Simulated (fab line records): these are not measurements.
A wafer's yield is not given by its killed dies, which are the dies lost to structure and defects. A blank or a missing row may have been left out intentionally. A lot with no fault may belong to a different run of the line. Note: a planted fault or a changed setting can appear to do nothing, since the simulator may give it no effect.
Chamber matching	flow n5Finfet	N5_BEOL_M0_SAQP_PECVD_00 on pecvd-01 has 3 sister chambers
The step deposits SiCN from 3MS/NH3, target thk 8 nm, time 14 s. 6 wafers are shown with their chamber, then 10 later ones without.

EACH WAFER AND ITS CHAMBER
wafer	chamber	throttleValvePct (%)	showerheadPlenumPTorr (Torr)
L084.1	2	8.9	3.640
L085.3	0	10.0	3.636
L085.4	0	10.0	3.638
L085.6	1	9.8	3.654
L089.3	1	9.6	3.658
L089.5	2	8.6	3.637

WAFERS WITH NO CHAMBER GIVEN
wafer	throttleValvePct (%)	showerheadPlenumPTorr (Torr)
L089.6	9.9	3.655
L090.1	10.0	3.639
L090.2	9.0	3.631
L090.4	8.7	3.639
L094.1	10.2	3.640
L094.3	9.9	3.650
L094.4	10.4	3.641
L095.1	10.4	3.635
L095.2	10.0	3.665
L095.5	10.4	3.635

WHICH CHAMBER EACH ONE RAN IN
wafer	from the rows above	in truth
L089.6	1	1
L090.1	0	0
L090.2	2	2
L090.4	2	2
L094.1	0	0
L094.3	1	1
L094.4	0	0
L095.1	0	0
L095.2	1	1
L095.5	0	0
Correctly placed: 10 of 10. From these rows, 0 cannot be placed. Number placed wrongly: 0.
How it was worked out, from the rows above alone: a wafer's distance from a chamber is the root of the sum, over the readings, of the square of ((its reading less the chamber's mean) divided by the reading's scatter). If the next closest chamber is less than 2 further off than the closest, the wafer can't be placed; otherwise it belongs to the closest. For every chamber, the mean is computed from those of its wafers that are shown. The scatter: take each reading less its chamber's mean, square it, sum over the shown wafers, divide by the number of wafers less the number of chambers, and take the root.
